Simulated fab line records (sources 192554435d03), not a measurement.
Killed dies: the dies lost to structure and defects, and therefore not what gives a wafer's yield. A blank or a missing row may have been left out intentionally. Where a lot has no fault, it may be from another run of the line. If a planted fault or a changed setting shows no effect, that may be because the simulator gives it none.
8D (eight disciplines) problem report, filled in by code / flow n5-finfet / the parts of the form that need people (team, actions taken, sign-off) are left out
Where a reading is given only as a bound, like >300, the bound stands for it, and a mean or a difference that rests on one is marked > or <: the true number lies beyond.

## 1. PROBLEM STATEMENT
raw-defect-count at N5_HKMG_FIN_INSPECT_14 reads a mean of >300 on 1 wafer of 1 lot; wafers without a fault read 2.2 with a standard deviation of 1.4. That is +99 or more standard deviations from the usual mean.
The step: inspects for defects (macro).
The first sign was on wafer L607.4 at day 7 17:50, on defect-inspect-02. Wafers with a number at this step in the record: 28, from 10 lots. Rule for "out" (also "out of limits"): further than 4 standard deviations from the usual mean. Any other wafer with a number is counted as sound.

## 2. WHAT THIS IS AND IS NOT
question=which readings at this step | is=raw-defect-count | is not=-
question=which lots | is=L607 | is not=L593, L594, L595, L601, L606, L612, L614, L615, L616
question=which wafers of those lots | is=L607.4 | is not=L607.3, L607.6
question=read on which gauges | is=defect-inspect-02 | is not=defect-inspect-01
question=when | is=from day 7 17:50 | is not=up to then (17 sound wafers); but 10 sound wafers of L612, L614, L615, L616 came after

## 3. SUSPECTS, AND WHAT RULES EACH OUT
Counting: if a tool at a process step up to the reading ran every lot that is out, it stays a suspect. Sound lots after the first of them don't rule it out here, since some wafers of a struck lot are sound.
- the gauge at N5_HKMG_FIN_INSPECT_14: ruled out. All the wafers that are out were read on defect-inspect-02, but those of them that N5_PASSIVATION_PROBE_49 has rows for are out there too, on other tools.
- wet-bench-03 at N5_HKMG_FIN_WET_ETCH_65 (etches a-Si in TMAH, stops on TiN, time 49 s, target depth 3 nm): kept. The lot that is out, L607, ran on it at day 7 16:31; the last sound lot it ran before that was L601, at day 6 05:20.
- ald-metal-01 at N5_HKMG_FIN_ALD_36 (deposits TiN, target thk 1 nm, pulse time 1 s, purge time 3 s): kept. The lot that is out, L607, ran on it at day 7 16:37; the last sound lot it ran before that was L594, at day 4 10:58.
- ald-metal-03 at N5_HKMG_FIN_PWFM_ALD_03 (deposits TiN, target thk 2 nm, pulse time 1 s, purge time 3 s): kept. The lot that is out, L607, ran on it at day 7 16:56; the last sound lot it ran before that was L606, at day 7 11:53.
- In ald-metal-01 at N5_HKMG_FIN_ALD_36, the wafers that are out were processed in chamber 2 and their sound lot-mates in chambers 0, 1.
- The sound lot-mates ran in chamber 1 of ald-metal-03 at N5_HKMG_FIN_PWFM_ALD_03, but the wafers that are out ran in chamber 3.
Still standing after the count: wet-bench-03 at N5_HKMG_FIN_WET_ETCH_65, ald-metal-01 at N5_HKMG_FIN_ALD_36, ald-metal-03 at N5_HKMG_FIN_PWFM_ALD_03.

## 4. THE CAUSE (what the simulator had put in)
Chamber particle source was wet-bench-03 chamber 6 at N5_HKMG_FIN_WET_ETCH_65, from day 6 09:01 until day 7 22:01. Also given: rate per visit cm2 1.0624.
Counting leaves 3 suspects; this tool is one of them.

## 5. SEQUENCE OF EFFECTS, ordered by route
Rows list readings where the struck wafers' mean (over those with a number) sits beyond 3 standard deviations from the usual. Only readings whose record carries a usual standard deviation are examined. hours: median over the lots of the time between each lot's start at the first step of this table that gives one and its start at this step. sigmas: the change, counted in usual standard deviations.
hours=0; step=N5_HKMG_FIN_INSPECT_14; reading=raw-defect-count; usual=2.2; on struck wafers=>300; change=>+298; sigmas=+99 or more
hours=194; step=N5_PASSIVATION_PROBE_49; reading=defect-limited-yield; usual=91.3 %; on struck wafers=81.4; change=-9.9; sigmas=-7.6
hours=194; step=N5_PASSIVATION_PROBE_49; reading=killed-at-front-end; usual=37; on struck wafers=154; change=+117; sigmas=+12
hours=194; step=N5_PASSIVATION_PROBE_49; reading=killed-dies; usual=102; on struck wafers=219; change=+117; sigmas=+7.8
hours=194; step=N5_PASSIVATION_PROBE_49; reading=sort_bin_5_function; usual=5.1 %; on struck wafers=11.7; change=+6.6; sigmas=+7.1
hours=194; step=N5_PASSIVATION_PROBE_49; reading=sort-n-pass; usual=1078; on struck wafers=961; change=-117; sigmas=-7.8
hours=194; step=N5_PASSIVATION_PROBE_49; reading=sort-yield-pct; usual=91.3 %; on struck wafers=81.4; change=-9.9; sigmas=-7.6
Process steps it contains:
- N5_PASSIVATION_PROBE_49
Later measuring or inspecting steps at which every struck wafer that the step has a row for has a number for every such reading, and none has moved that far: N5_BEOL_M4_RC_MEAS_101.

## 6. HOW IT WOULD HAVE BEEN CAUGHT EARLIER
33 hours passed between the start of the fault at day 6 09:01 and the first reading out of limits at a measuring or inspecting step in this record, taken at day 7 17:50.
All the lots that are out (1) had begun N5_HKMG_FIN_WET_ETCH_65 on wet-bench-03 by day 7 17:50. Tool hold at that time: it would have spared none of them.
